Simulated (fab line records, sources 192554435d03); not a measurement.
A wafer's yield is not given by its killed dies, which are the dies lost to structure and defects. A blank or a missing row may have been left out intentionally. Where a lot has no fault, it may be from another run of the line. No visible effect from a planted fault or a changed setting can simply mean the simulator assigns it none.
fab line records	flow n5-finfet
[record] lots = 24	wafers = 72	last-day = 18
route steps=1938 shown BEOL_M14@1726
lots untouched by any fault: they come from a run of this same line in which no faults occurred
start-h: hours from the record's opening day to when the first of the lot's shown wafers began	wait-h: hours since the lot's step before	" unchanged from the row above	L1.1+2: one row covering several wafers at once	- either no value or no given start	* or withheld: withheld	< > ~ a bound
route shown NAME@n: NAME is a module with steps in the file, n the number in the route of the first one	usual: mean/standard deviation taken from wafers without a fault	same: alike in all rows	chamber/n: place in a boat	sites: readings site by site	_std_site: standard deviation of those values	_edge_site: the outer-site mean with the inner-site mean subtracted	radius-mm: for every site, how far away it sits from the centre of the wafer	mask NAME#n: copy n	behind: tool/chamber where the wafer was last shaped	hold: reason for holding the lot/hours on hold/outcome of the hold	device: whichever transistor did not switch (one of n, p or np)	end of line: tests run on the same wafers once the route is complete	a step with no rows: only its recipe	killed: dies lost to structure and defects at the first sort, not the wafer's yield	map: a wafer's dies, marking killed ones x, the rest . and places with no die _
set.NAME: the setting that was run; set.NAME@STEP: the one run at that earlier step	model.NAME: the simulator's own value behind a step, which no gauge read
steps of the route over a sample of lots; a table a step, a row a wafer
services: the hour from which a tool's chamber was out of use, counted from the record's first day as start-h (under 0 if before that day), plus the number of hours and why
[[steps]]
[step N5_BEOL_M14_CD_MEAS_10]
[recipe] target-cd-nm = 250	landing-energy-ev = 500	detector = se-inlens	polarity = opening
[usual] cd-nm = 250.5/1.3
lot.wafer	tool	chamber	start-h	wait-h	cd-nm
L074.2	cd-sem-01	0	239.39	-	249.6
L074.3	"	0	"	"	249.8
L074.6	"	0	"	"	249.1
L076.1	cd-sem-03	0	240.45	-	249.0
L076.3	"	0	"	"	251.3
L076.4	"	0	"	"	249.9
L075.1	cd-sem-02	0	240.63	-	251.1
L075.2	"	0	"	"	251.1
L075.3	"	0	"	"	250.9
L077.2	cd-sem-03	0	240.71	-	252.5
L077.3	"	0	"	"	252.9
L077.4	"	0	"	"	252.5
L078.1	cd-sem-03	0	253.86	-	250.1
L078.2	"	0	"	"	249.9
L078.5	"	0	"	"	249.9
L080.1	cd-sem-02	0	264.99	-	250.9
L080.3	"	0	"	"	249.4
L080.5	"	0	"	"	251.7
L079.2	cd-sem-03	0	265.34	-	249.4
L079.4	"	0	"	"	249.5
L079.5	"	0	"	"	249.5
L081.2	cd-sem-02	0	272.51	-	250.2
L081.3	"	0	"	"	249.6
L081.6	"	0	"	"	250.7
L082.3	cd-sem-01	0	272.78	-	252.4
L082.4	"	0	"	"	252.1
L082.5	"	0	"	"	251.8
L083.3	cd-sem-02	0	295.83	-	250.2
L083.5	"	0	"	"	248.7
L083.6	"	0	"	"	248.6
L085.3	cd-sem-03	0	303.54	-	250.1
L085.4	"	0	"	"	250.3
L085.6	"	0	"	"	247.0
L086.1	cd-sem-03	0	304.27	-	251.4
L086.3	"	0	"	"	251.9
L086.5	"	0	"	"	251.7
L084.2	cd-sem-03	0	306.07	-	250.6
L084.5	"	0	"	"	250.4
L084.6	"	0	"	"	250.3
L087.2	cd-sem-03	0	308.67	-	251.5
L087.4	"	0	"	"	249.6
L087.5	"	0	"	"	253.1
L088.1	cd-sem-02	0	324.43	-	250.5
L088.2	"	0	"	"	251.1
L088.4	"	0	"	"	251.9
L089.1	cd-sem-03	0	330.50	-	249.2
L089.5	"	0	"	"	247.4
L089.6	"	0	"	"	249.9
L091.1	cd-sem-02	0	332.82	-	250.8
L091.4	"	0	"	"	251.1
L091.5	"	0	"	"	251.5
L090.3	cd-sem-01	0	334.00	-	250.5
L090.5	"	0	"	"	251.7
L090.6	"	0	"	"	249.1
L093.2	cd-sem-02	0	347.17	-	249.9
L093.3	"	0	"	"	248.1
L093.4	"	0	"	"	251.5
L092.4	cd-sem-03	0	354.02	-	251.9
L092.5	"	0	"	"	251.0
L092.6	"	0	"	"	248.7
L094.1	cd-sem-03	0	363.51	-	251.5
L094.4	"	0	"	"	252.3
L094.5	"	0	"	"	250.5
L095.2	cd-sem-03	0	375.97	-	250.9
L095.4	"	0	"	"	251.6
L095.6	"	0	"	"	252.3
L097.1	cd-sem-02	0	393.21	-	249.9
L097.3	"	0	"	"	249.5
L097.5	"	0	"	"	246.6
L096.1	cd-sem-01	0	394.92	-	249.3
L096.5	"	0	"	"	249.4
L096.6	"	0	"	"	250.5
[step N5_BEOL_M14_INSPECT_12]
[recipe] mode = adi	inspect-instrument = macro
[usual] raw-defect-count = 2.1/1.3
lot.wafer	tool	chamber	start-h	wait-h	raw-defect-count
L074.2	defect-inspect-01	-	239.45	0.0	3
L074.3	"	-	"	"	3
L074.6	"	-	"	"	4
L076.1	defect-inspect-02	-	240.51	0.0	3
L076.3	"	-	"	"	2
L076.4	"	-	"	"	0
L075.1	defect-inspect-01	-	240.69	0.0	0
L075.2	"	-	"	"	3
L075.3	"	-	"	"	0
L077.2	defect-inspect-01	-	240.77	0.0	2
L077.3	"	-	"	"	0
L077.4	"	-	"	"	3
L078.1	defect-inspect-02	-	253.92	0.0	2
L078.2	"	-	"	"	1
L078.5	"	-	"	"	3
L080.1	defect-inspect-02	-	265.04	0.0	3
L080.3	"	-	"	"	2
L080.5	"	-	"	"	1
L079.2	defect-inspect-02	-	265.40	0.0	3
L079.4	"	-	"	"	5
L079.5	"	-	"	"	4
L081.2	defect-inspect-02	-	272.57	0.0	2
L081.3	"	-	"	"	1
L081.6	"	-	"	"	3
L082.3	defect-inspect-02	-	273.12	0.3	0
L082.4	"	-	"	"	3
L082.5	"	-	"	"	1
L083.3	defect-inspect-01	-	295.88	0.0	1
L083.5	"	-	"	"	3
L083.6	"	-	"	"	4
L085.3	defect-inspect-02	-	303.59	0.0	5
L085.4	"	-	"	"	1
L085.6	"	-	"	"	4
L086.1	defect-inspect-01	-	304.32	0.0	4
L086.3	"	-	"	"	2
L086.5	"	-	"	"	2
L084.2	defect-inspect-02	-	306.12	0.0	3
L084.5	"	-	"	"	0
L084.6	"	-	"	"	2
L087.2	defect-inspect-01	-	308.72	0.0	5
L087.4	"	-	"	"	1
L087.5	"	-	"	"	1
L088.1	defect-inspect-02	-	324.48	0.0	2
L088.2	"	-	"	"	0
L088.4	"	-	"	"	1
L089.1	defect-inspect-01	-	330.55	0.0	1
L089.5	"	-	"	"	3
L089.6	"	-	"	"	1
L091.1	defect-inspect-01	-	332.87	0.0	4
L091.4	"	-	"	"	1
L091.5	"	-	"	"	2
L090.3	defect-inspect-01	-	334.05	0.0	2
L090.5	"	-	"	"	0
L090.6	"	-	"	"	4
L093.2	defect-inspect-02	-	347.23	0.0	1
L093.3	"	-	"	"	2
L093.4	"	-	"	"	2
L092.4	defect-inspect-02	-	354.07	0.0	4
L092.5	"	-	"	"	2
L092.6	"	-	"	"	1
L094.1	defect-inspect-02	-	363.57	0.0	2
L094.4	"	-	"	"	1
L094.5	"	-	"	"	5
L095.2	defect-inspect-01	-	376.02	0.0	2
L095.4	"	-	"	"	0
L095.6	"	-	"	"	2
L097.1	defect-inspect-01	-	393.27	0.0	1
L097.3	"	-	"	"	2
L097.5	"	-	"	"	2
L096.1	defect-inspect-02	-	394.97	0.0	1
L096.5	"	-	"	"	2
L096.6	"	-	"	"	2
[step N5_BEOL_M14_STRIP_64]
[recipe] chemistry = O2	power-w = 600	temp-c = 60	pressure-mtorr = 30	rf-frequency-hz = 6e+07	bias-power-w = 0	overash-fraction = 0.3	o2-flow-sccm = 225
[usual] drypump-motor-current-A = 5.9/0.38	oes-product-au = 0.82/0.085	rf-vpp-V = 3.7/0.47	showerhead-plenum-p-Torr = 2.10/0.07	throttle-valve-pct = 16.47/0.22
lot.wafer	tool	chamber	start-h	wait-h	drypump-motor-current-A	oes-product-au	rf-hours-counter-h	rf-vpp-V	showerhead-plenum-p-Torr	throttle-valve-pct
L074.2	rie-diel-03	3	-	-	6.3	0.97	3	3.6	2.07	16.58
L074.3	"	0	"	"	6.3	0.91	18	4.1	2.05	16.16
L074.6	"	3	"	"	6.3	0.98	-	3.7	2.07	16.57
L075.1	rie-diel-01	2	-	-	5.5	0.74	202	3.6	2.07	16.41
L075.2	"	0	"	"	6.2	0.90	26	3.7	2.13	16.11
L075.3	"	3	"	"	6.2	0.83	70	2.7	2.22	16.38
L076.1	rie-diel-02	0	-	-	5.5	0.77	127	3.9	2.10	16.28
L076.3	"	3	"	"	5.9	0.78	113	3.3	2.10	16.68
L076.4	"	0	"	"	5.5	0.77	-	4.3	2.09	16.27
L077.2	rie-diel-03	0	-	-	6.3	0.91	18	3.2	2.05	16.16
L077.3	"	1	"	"	5.8	0.71	230	3.5	2.17	16.71
L077.4	"	2	"	"	6.4	0.70	223	3.8	1.98	16.70
L078.1	rie-diel-03	1	-	-	5.8	0.70	235	3.2	2.16	16.74
L078.2	"	2	"	"	6.4	0.69	227	3.3	1.98	16.70
L078.5	"	2	"	"	6.4	0.69	-	4.2	1.98	16.68
L080.1	rie-diel-02	2	-	-	5.6	0.88	46	4.3	2.13	16.87
L080.3	"	0	"	"	5.5	0.76	138	4.2	2.09	16.29
L080.5	"	0	"	"	5.5	0.77	-	3.1	2.09	16.29
L079.2	rie-diel-01	3	-	-	6.1	0.82	79	3.0	2.21	16.42
L079.4	"	0	"	"	6.2	0.88	36	3.4	2.13	16.12
L079.5	"	2	"	"	5.6	0.74	-	3.9	2.07	16.44
L081.2	rie-diel-03	1	-	-	5.8	0.69	241	3.2	2.16	16.75
L081.3	"	3	"	"	6.3	0.94	13	3.4	2.07	16.60
L081.6	"	0	"	"	6.3	0.90	-	4.7	2.05	16.18
L082.3	rie-diel-02	2	-	-	5.6	0.87	49	3.1	2.13	16.85
L082.4	"	1	"	"	4.8	0.99	1	3.5	2.24	16.23
L082.5	"	0	"	"	5.5	0.76	-	3.5	2.09	16.28
L083.3	rie-diel-03	0	-	-	6.3	0.88	37	4.3	2.05	16.18
L083.5	"	1	"	"	5.8	0.68	-	3.0	2.16	16.76
L083.6	"	2	"	"	6.4	0.68	-	3.7	1.98	16.73
L085.3	rie-diel-02	3	-	-	5.9	0.75	137	3.6	2.10	16.72
L085.4	"	1	"	"	4.8	0.95	10	4.5	2.24	16.23
L085.6	"	0	"	"	5.5	0.75	-	3.6	2.09	16.31
L086.1	rie-diel-01	2	-	-	5.6	0.72	226	3.6	2.06	16.47
L086.3	"	0	"	"	6.2	0.86	50	4.1	2.12	16.15
L086.5	"	2	"	"	5.6	0.73	-	3.5	2.06	16.46
L084.2	rie-diel-03	3	-	-	6.3	0.91	26	3.8	2.06	16.63
L084.5	"	0	"	"	6.3	0.87	-	3.7	2.05	16.21
L084.6	"	3	"	"	6.3	0.91	-	3.1	2.06	16.63
L087.2	rie-diel-01	1	-	-	5.9	0.81	83	3.7	2.02	16.48
L087.4	"	2	"	"	5.6	0.72	228	3.4	2.06	16.46
L087.5	"	0	"	"	6.2	0.86	-	3.7	2.12	16.14
L088.1	rie-diel-02	1	-	-	4.8	0.92	18	4.2	2.24	16.26
L088.2	"	0	"	"	5.5	0.75	158	4.3	2.08	16.32
L088.4	"	2	"	"	5.6	0.85	65	4.0	2.13	16.90
L089.1	rie-diel-03	1	-	-	5.8	0.96	5	3.6	2.16	16.33
L089.5	"	3	"	"	6.3	0.88	-	3.5	2.06	16.65
L089.6	"	1	"	"	5.8	0.96	-	3.8	2.16	16.33
L091.1	rie-diel-01	1	-	-	5.9	0.81	90	3.3	2.02	16.50
L091.4	"	3	"	"	6.1	0.79	102	3.3	2.21	16.45
L091.5	"	3	"	"	6.2	0.79	-	4.3	2.21	16.44
L090.3	rie-diel-02	1	-	-	4.8	0.93	22	3.4	2.24	16.25
L090.5	"	1	"	"	4.8	0.93	-	3.8	2.24	16.24
L090.6	"	0	"	"	5.5	0.74	-	3.8	2.08	16.33
L093.2	rie-diel-01	2	-	-	5.6	0.71	240	3.7	2.06	16.48
L093.3	"	1	"	"	5.9	0.80	95	3.8	2.02	16.48
L093.4	"	0	"	"	6.2	0.83	65	4.1	2.12	16.18
L092.4	rie-diel-03	1	-	-	5.8	0.94	15	3.4	2.15	16.37
L092.5	"	1	"	"	5.8	0.93	-	3.3	2.15	16.36
L092.6	"	0	"	"	6.3	0.84	-	3.5	2.04	16.25
L094.1	rie-diel-01	1	-	-	5.9	0.80	101	3.6	2.01	16.49
L094.4	"	1	"	"	5.9	0.80	-	3.8	2.01	16.50
L094.5	"	0	"	"	6.2	0.84	-	3.4	2.12	16.18
L095.2	rie-diel-01	3	-	-	6.2	0.77	118	3.7	2.20	16.48
L095.4	"	1	"	"	5.9	0.79	106	3.9	2.01	16.50
L095.6	"	2	"	"	5.6	0.71	-	3.7	2.06	16.48
L097.1	rie-diel-03	1	-	-	5.8	0.89	29	3.0	2.15	16.36
L097.3	"	2	"	"	6.4	0.94	15	4.6	2.23	16.30
L097.5	"	2	"	"	6.4	0.95	-	4.1	2.23	16.29
L096.1	rie-diel-01	0	-	-	6.2	0.82	83	3.8	2.11	16.19
L096.5	"	0	"	"	6.2	0.82	-	3.6	2.11	16.20
L096.6	"	3	"	"	6.2	0.76	-	3.9	2.20	16.50
[step N5_BEOL_M14_OVL_MEAS_29]
[recipe] points-per-wafer = 44
[usual] M14_OVL = -1/6.6
lot.wafer	tool	chamber	start-h	wait-h	M14_OVL[nm]
L074.2	overlay-02	0	240.40	0.0	6
L074.3	"	0	"	"	8
L074.6	"	0	"	"	9
L075.1	overlay-01	0	241.64	0.0	2
L075.2	"	0	"	"	-3
L075.3	"	0	"	"	-6
L076.1	overlay-02	0	241.67	0.0	-6
L076.3	"	0	"	"	-5
L076.4	"	0	"	"	4
L077.2	overlay-02	0	241.95	0.0	4
L077.3	"	0	"	"	-6
L077.4	"	0	"	"	5
L078.1	overlay-01	0	254.75	0.0	14
L078.2	"	0	"	"	9
L078.5	"	0	"	"	8
L080.1	overlay-01	0	266.54	0.0	-9
L080.3	"	0	"	"	-10
L080.5	"	0	"	"	-7
L079.2	overlay-02	0	266.70	0.0	5
L079.4	"	0	"	"	9
L079.5	"	0	"	"	-7
L081.2	overlay-01	0	273.53	0.0	-4
L081.3	"	0	"	"	-8
L081.6	"	0	"	"	-9
L082.3	overlay-02	0	273.95	0.0	4
L082.4	"	0	"	"	1
L082.5	"	0	"	"	6
L083.3	overlay-02	0	296.71	0.0	-11
L083.5	"	0	"	"	-8
L083.6	"	0	"	"	-9
L085.3	overlay-01	0	304.60	0.0	1
L085.4	"	0	"	"	-4
L085.6	"	0	"	"	-6
L086.1	overlay-01	0	305.15	0.0	-10
L086.3	"	0	"	"	-9
L086.5	"	0	"	"	-7
L084.2	overlay-01	0	307.27	0.0	13
L084.5	"	0	"	"	1
L084.6	"	0	"	"	10
L087.2	overlay-02	0	309.79	0.0	10
L087.4	"	0	"	"	10
L087.5	"	0	"	"	-1
L088.1	overlay-02	0	325.43	0.0	-1
L088.2	"	0	"	"	-1
L088.4	"	0	"	"	-9
L089.1	overlay-02	0	331.85	0.0	-5
L089.5	"	0	"	"	0
L089.6	"	0	"	"	2
L091.1	overlay-02	0	333.93	0.0	-4
L091.4	"	0	"	"	0
L091.5	"	0	"	"	4
L090.3	overlay-02	0	335.33	0.0	-5
L090.5	"	0	"	"	0
L090.6	"	0	"	"	12
L093.2	overlay-02	0	348.26	0.0	-8
L093.3	"	0	"	"	-11
L093.4	"	0	"	"	-13
L092.4	overlay-02	0	354.90	0.0	-9
L092.5	"	0	"	"	-7
L092.6	"	0	"	"	-10
L094.1	overlay-02	0	364.65	0.0	5
L094.4	"	0	"	"	1
L094.5	"	0	"	"	9
L095.2	overlay-01	0	377.07	0.0	-10
L095.4	"	0	"	"	-3
L095.6	"	0	"	"	3
L097.1	overlay-01	0	394.09	0.0	2
L097.3	"	0	"	"	5
L097.5	"	0	"	"	1
L096.1	overlay-02	0	396.01	0.0	6
L096.5	"	0	"	"	10
L096.6	"	0	"	"	-1
[step N5_BEOL_M14_ETCH_68]
[recipe] chemistry = N2/H2	target = SOC	mask-material = SiARC	source-w = 3000	bias-w = 350	temp-c = 40	time-s = 450	ion-energy-ev = 200	pressure-mtorr = 30	n2-flow-sccm = 200	h2-flow-sccm = 200
[usual] bias-w = 349.7/1	drypump-motor-current-A = 6.0/0.39	oes-product-au = 0.82/0.086	rf-fwd-power-W = 2995/9.2	rf-vpp-V = 523.6/2.3	showerhead-plenum-p-Torr = 2.54/0.078	throttle-valve-pct = 17.61/0.21
lot.wafer	tool	chamber	start-h	wait-h	bias-w	drypump-motor-current-A	oes-product-au	rf-fwd-power-W	rf-hours-counter-h	rf-vpp-V	showerhead-plenum-p-Torr	throttle-valve-pct
L074.2	rie-diel-03	0	240.64	0.1	351.6	6.3	0.91	2989	18	523.4	2.49	17.26
L074.3	"	2	"	"	348.6	6.4	0.69	2986	222	520.3	2.41	17.74
L074.6	"	1	"	"	349.4	5.8	0.70	3000	-	527.6	2.62	17.78
L075.1	rie-diel-02	3	241.89	0.1	349.4	5.9	0.78	2985	114	522.0	2.56	17.75
L075.2	"	0	"	"	349.6	5.5	0.78	2995	128	525.1	2.55	17.46
L075.3	"	2	"	"	348.7	5.7	0.91	2988	35	526.0	2.59	17.89
L076.1	rie-diel-01	1	242.06	0.1	349.1	5.9	0.85	3000	57	520.9	2.47	17.63
L076.3	"	3	"	"	348.9	6.2	0.83	3003	70	527.0	2.68	17.48
L076.4	"	0	"	"	349.4	6.2	0.90	3003	27	523.1	2.60	17.23
L077.2	rie-diel-03	0	242.27	0.1	348.1	6.3	0.91	2981	19	524.0	2.49	17.26
L077.3	"	3	"	"	351.3	6.3	0.96	2990	4	524.5	2.51	17.75
L077.4	"	1	"	"	349.0	5.8	0.69	2999	231	525.7	2.62	17.78
L078.1	rie-diel-03	2	255.04	0.1	350.3	6.4	0.70	2981	227	519.3	2.41	17.75
L078.2	"	0	"	"	350.9	6.3	0.91	2981	23	522.2	2.49	17.26
L078.5	"	1	"	"	348.9	5.8	0.69	2981	-	525.0	2.62	17.78
L080.1	rie-diel-03	1	267.02	0.1	351.6	5.8	0.69	3012	239	524.9	2.62	17.80
L080.3	"	3	"	"	347.6	6.3	0.94	2979	12	523.2	2.50	17.76
L080.5	"	1	"	"	351.5	5.8	0.69	2996	-	526.5	2.62	17.81
L079.2	rie-diel-01	3	267.04	0.1	349.1	6.2	0.82	2988	80	527.7	2.68	17.52
L079.4	"	1	"	"	350.5	5.9	0.83	3002	66	523.1	2.47	17.63
L079.5	"	3	"	"	350.2	6.2	0.82	2987	-	527.8	2.68	17.50
L081.2	rie-diel-02	3	273.77	0.1	350.8	5.9	0.77	2993	128	525.1	2.55	17.78
L081.3	"	2	"	"	350.8	5.6	0.88	3002	49	524.5	2.58	17.91
L081.6	"	2	"	"	350.5	5.6	0.88	2999	-	526.5	2.58	17.91
L082.3	rie-diel-03	1	274.19	0.1	349.3	5.8	0.69	2997	241	526.1	2.62	17.79
L082.4	"	0	"	"	348.5	6.3	0.90	2994	29	521.0	2.49	17.27
L082.5	"	2	"	"	350.7	6.4	0.69	2993	-	519.9	2.40	17.77
L083.3	rie-diel-02	0	296.95	0.1	349.3	5.5	0.75	2995	148	523.0	2.54	17.48
L083.5	"	3	"	"	349.9	5.9	0.76	2986	-	523.1	2.55	17.79
L083.6	"	0	"	"	350.4	5.5	0.75	2996	-	523.7	2.54	17.51
L085.3	rie-diel-03	2	304.84	0.1	350.2	6.4	0.67	3024	245	519.5	2.40	17.80
L085.4	"	3	"	"	349.6	6.3	0.91	3010	-	522.6	2.50	17.81
L085.6	"	2	"	"	349.8	6.4	0.69	3008	-	519.4	2.40	17.78
L086.1	rie-diel-03	2	305.87	0.1	349.4	6.4	0.68	2996	245	521.0	2.40	17.76
L086.3	"	0	"	"	349.0	6.3	0.87	2990	41	522.3	2.48	17.29
L086.5	"	3	"	"	349.3	6.3	0.91	2998	-	522.7	2.50	17.80
L084.2	rie-diel-02	3	307.51	0.1	349.2	5.9	0.75	2983	139	522.8	2.54	17.79
L084.5	"	0	"	"	348.3	5.5	0.75	3000	-	525.0	2.54	17.51
L084.6	"	3	"	"	349.8	5.9	0.76	2986	-	523.1	2.54	17.79
L087.2	rie-diel-03	3	310.12	0.1	348.4	6.3	0.90	2997	28	522.1	2.50	17.81
L087.4	"	0	"	"	349.9	6.3	0.87	2997	-	522.5	2.48	17.30
L087.5	"	0	"	"	349.7	6.3	0.86	2998	-	521.7	2.48	17.30
L088.1	rie-diel-01	0	325.67	0.1	350.2	6.2	0.85	2989	58	524.9	2.58	17.28
L088.2	"	3	"	"	349.2	6.2	0.79	3000	101	528.5	2.67	17.54
L088.4	"	2	"	"	350.7	5.6	0.72	3006	233	523.7	2.51	17.63
L089.1	rie-diel-02	2	332.37	0.1	349.8	5.6	0.85	2987	68	523.9	2.58	17.94
L089.5	"	2	"	"	349.6	5.6	0.86	2998	-	524.1	2.58	17.94
L089.6	"	3	"	"	350.2	5.9	0.75	3006	-	521.8	2.54	17.82
L091.1	rie-diel-03	3	334.17	0.1	349.8	6.3	0.88	2988	37	524.1	2.49	17.81
L091.4	"	3	"	"	349.4	6.3	0.88	2988	-	520.4	2.49	17.82
L091.5	"	0	"	"	349.2	6.3	0.85	3002	-	521.4	2.48	17.32
L090.3	rie-diel-03	1	335.78	0.1	351.0	5.8	0.95	2995	8	526.1	2.61	17.39
L090.5	"	3	"	"	349.4	6.3	0.88	2984	-	523.6	2.49	17.81
L090.6	"	0	"	"	347.9	6.3	0.86	3004	-	521.7	2.48	17.34
L093.2	rie-diel-02	3	348.50	0.1	350.8	5.9	0.74	3009	155	523.7	2.54	17.82
L093.3	"	0	"	"	349.5	5.5	0.74	3004	166	523.3	2.53	17.54
L093.4	"	2	"	"	351.0	5.6	0.84	2996	-	524.4	2.57	17.97
L092.4	rie-diel-01	0	355.22	0.1	348.8	6.2	0.84	2981	68	525.5	2.58	17.31
L092.5	"	1	"	"	350.9	5.9	0.79	3006	-	522.0	2.46	17.71
L092.6	"	2	"	"	350.2	5.6	0.71	2999	-	521.9	2.50	17.66
L094.1	rie-diel-02	2	365.12	0.1	348.9	5.6	0.84	3006	81	524.9	2.57	17.96
L094.4	"	0	"	"	349.1	5.5	0.74	2980	172	523.5	2.53	17.54
L094.5	"	0	"	"	350.4	5.5	0.74	2984	-	522.8	2.53	17.53
L095.2	rie-diel-03	0	377.47	0.1	350.3	6.3	0.83	2997	71	522.4	2.47	17.36
L095.4	"	3	"	"	348.9	6.3	0.85	2983	54	522.5	2.49	17.83
L095.6	"	0	"	"	351.2	6.3	0.83	2995	-	522.7	2.47	17.34
L097.1	rie-diel-01	3	394.34	0.1	349.3	6.2	0.77	2993	125	526.8	2.66	17.58
L097.3	"	1	"	"	348.4	5.9	0.79	3002	113	520.9	2.45	17.75
L097.5	"	0	"	"	349.9	6.2	0.83	2993	-	525.0	2.57	17.31
L096.1	rie-diel-03	3	396.41	0.1	349.6	6.3	0.85	2992	62	521.3	2.48	17.86
L096.5	"	0	"	"	349.4	6.3	0.82	3009	-	521.9	2.47	17.35
L096.6	"	3	"	"	350.1	6.3	0.84	2995	-	522.0	2.48	17.85
[step N5_BEOL_M14_CMP_49]
[recipe] stop-on = SiO2	t-overpolish-s = 5.2	down-force-psi = 2	platen-rpm = 80	clearing-platen-down-force-psi = 2	clearing-platen-rpm = 80	post-cmp-clean = cu-alkaline	target-thk-nm = 560	clearing-platen-pad-velocity-m-s = 1.5917	pad-velocity-m-s = 1.5917
[usual] barrier-field-endpoint-s = 11.26/0.24	edge-zone-pressure-frac = 1.000/0.0047	motor-current-A = 8.0/0.73	overpolish-run-s = 5.199/0.0094	platen-rpm = 80.00/0.048	time-to-endpoint-s = 121/3.6
lot.wafer	tool	chamber	start-h	wait-h	barrier-field-endpoint-s	edge-zone-pressure-frac	motor-current-A	overpolish-run-s	platen-rpm	time-to-endpoint-s
L074.2	cmp-02	1	244.42	0.3	10.92	1.001	8.7	5.182	79.93	115
L074.3	"	2	"	"	10.79	0.997	9.3	5.191	79.98	115
L074.6	"	3	"	"	10.93	1.008	8.1	5.198	80.02	114
L075.2	cmp-03	1	245.17	0.2	10.78	0.998	7.9	5.189	80.05	117
L075.3	"	2	"	"	11.26	0.996	7.4	5.187	79.93	122
L075.1	"	0	"	"	10.82	0.998	9.0	5.210	80.04	114
L076.3	cmp-02	3	245.54	0.2	11.19	0.996	8.1	5.201	79.96	120
L076.1	"	0	"	"	11.33	1.003	9.4	5.194	80.01	122
L076.4	"	1	"	"	11.16	0.995	8.5	5.191	79.96	122
L077.2	cmp-03	3	245.72	0.2	11.29	0.998	7.4	5.198	79.91	122
L077.4	"	1	"	"	11.51	0.991	7.7	5.193	79.99	122
L077.3	"	2	"	"	11.46	1.004	7.0	5.182	79.97	123
L078.1	cmp-03	2	259.21	0.3	11.17	1.000	7.1	5.186	79.98	118
L078.2	"	0	"	"	11.37	0.998	9.1	5.190	80.01	123
L078.5	"	3	"	"	11.03	1.001	6.9	5.200	79.96	120
L080.3	cmp-02	0	270.06	0.2	11.39	0.997	9.2	5.199	80.04	123
L080.1	"	2	"	"	11.31	0.996	8.8	5.207	80.02	121
L080.5	"	1	"	"	11.15	1.000	8.6	5.212	80.01	119
L079.4	cmp-04	1	270.87	0.1	11.14	0.993	8.1	5.196	80.08	118
L079.2	"	3	"	"	11.14	1.005	7.8	5.197	79.87	117
L079.5	"	2	"	"	11.30	1.004	8.4	5.214	80.02	120
L082.4	cmp-02	2	276.67	0.2	11.30	0.993	8.6	5.216	80.03	124
L082.3	"	3	"	"	11.34	1.003	8.1	5.190	80.03	123
L082.5	"	2	"	"	11.08	0.995	9.4	5.186	79.99	121
L081.3	cmp-03	1	277.00	0.2	11.09	0.994	8.0	5.192	80.03	116
L081.2	"	2	"	"	11.17	0.997	7.4	5.208	80.05	121
L081.6	"	0	"	"	11.07	0.994	9.2	5.196	80.02	121
L083.3	cmp-03	3	299.80	0.3	11.21	1.004	7.2	5.189	79.98	115
L083.5	"	0	"	"	11.42	1.002	9.0	5.185	80.03	121
L083.6	"	1	"	"	11.50	1.006	7.9	5.209	79.99	121
L085.4	cmp-04	3	307.28	0.1	11.33	0.997	8.3	5.192	80.01	120
L085.3	"	2	"	"	11.40	1.002	8.8	5.201	79.94	125
L085.6	"	0	"	"	11.55	0.999	8.3	5.197	80.00	123
L086.1	cmp-04	0	307.80	0.3	11.51	0.999	7.5	5.191	80.08	124
L086.3	"	1	"	"	11.32	1.008	8.2	5.187	79.89	124
L086.5	"	0	"	"	11.73	1.005	7.7	5.211	79.97	126
L084.2	cmp-04	2	310.31	0.2	11.51	0.994	8.3	5.203	80.02	124
L084.6	"	1	"	"	11.23	1.006	8.3	5.185	80.01	120
L084.5	"	2	"	"	11.54	0.997	7.9	5.188	80.04	126
L087.2	cmp-04	2	314.74	0.2	11.46	1.004	8.6	5.188	80.01	126
L087.4	"	3	"	"	11.66	0.999	8.2	5.210	80.04	129
L087.5	"	3	"	"	11.35	0.999	7.9	5.205	80.02	126
L088.4	cmp-02	2	329.31	0.2	11.09	1.002	8.8	5.208	80.03	119
L088.1	"	3	"	"	11.35	1.003	8.0	5.190	79.95	118
L088.2	"	0	"	"	11.10	0.995	9.1	5.200	80.12	119
L089.1	cmp-03	0	335.27	0.3	10.88	0.993	8.9	5.182	80.07	118
L089.5	"	2	"	"	10.99	0.995	7.4	5.195	80.01	119
L089.6	"	3	"	"	10.80	1.004	6.8	5.211	80.05	115
L091.1	cmp-03	2	336.32	0.3	11.23	1.002	7.2	5.187	80.07	119
L091.4	"	3	"	"	11.16	0.992	7.0	5.192	79.98	117
L091.5	"	2	"	"	11.23	1.009	6.7	5.196	79.95	118
L090.3	cmp-03	1	339.07	0.3	10.99	0.995	7.8	5.207	80.05	114
L090.5	"	2	"	"	11.24	0.997	7.1	5.191	80.03	116
L090.6	"	3	"	"	10.98	1.003	7.3	5.198	80.04	118
L093.2	cmp-04	0	350.13	0.2	11.32	0.993	7.8	5.205	80.01	125
L093.4	"	1	"	"	11.14	0.994	7.9	5.186	80.01	121
L093.3	"	2	"	"	11.31	1.005	8.3	5.200	79.91	120
L092.4	cmp-04	2	362.22	0.2	11.87	0.999	8.5	5.202	79.99	128
L092.6	"	1	"	"	11.53	1.004	8.1	5.207	80.02	122
L092.5	"	2	"	"	11.46	0.999	8.4	5.197	80.03	121
L094.4	cmp-03	1	368.64	0.2	11.45	0.999	7.7	5.203	79.93	120
L094.1	"	2	"	"	11.58	1.001	6.7	5.210	80.02	118
L094.5	"	0	"	"	11.66	0.994	9.0	5.197	80.07	120
L095.4	cmp-03	0	386.19	0.3	11.17	1.006	9.2	5.198	79.98	120
L095.2	"	1	"	"	11.70	1.007	7.4	5.211	79.99	125
L095.6	"	2	"	"	11.39	1.004	7.2	5.197	79.99	126
L097.3	cmp-04	0	400.85	0.2	11.13	0.997	7.9	5.198	79.99	122
L097.1	"	2	"	"	11.24	1.002	8.4	5.218	80.02	121
L097.5	"	3	"	"	11.13	1.002	8.5	5.194	79.96	120
L096.1	cmp-04	1	402.60	0.3	11.29	0.997	8.0	5.199	79.97	118
L096.6	"	3	"	"	11.05	0.993	7.9	5.210	80.02	117
L096.5	"	0	"	"	11.10	0.998	8.1	5.197	79.96	119
[[services]]
tool	chamber	start-h	hours	kind
rie-diel-01	3	225.93	4.2	repair
cmp-04	-	229.25	4.0	pm
cmp-03	-	234.58	4.0	pm
cmp-03	-	263.00	0.4	repair
cmp-04	-	265.45	1.7	repair
rie-diel-03	1	296.75	-	clean
rie-diel-03	1	296.75	-	consumable-replace:focus-ring
rie-diel-03	-	297.60	0.3	repair
rie-diel-03	2	307.14	2.8	repair
cmp-03	-	323.45	5.2	pm
rie-diel-03	2	325.56	-	clean
rie-diel-03	2	325.56	-	consumable-replace:focus-ring
rie-diel-01	-	326.39	2.8	pm
rie-diel-02	1	347.22	1.7	repair
cmp-02	-	352.06	0.4	repair
rie-diel-01	2	360.58	11.6	repair
cmp-02	-	360.96	1.6	repair
cmp-04	-	362.63	4.3	pm
cmp-02	-	372.18	3.8	pm
cmp-02	-	379.36	8.5	pm
cmp-04	-	384.37	4.7	pm
cmp-02	-	390.25	4.0	pm
rie-diel-03	0	391.28	3.4	repair
rie-diel-02	1	395.77	3.4	repair
[[key]]
fault none
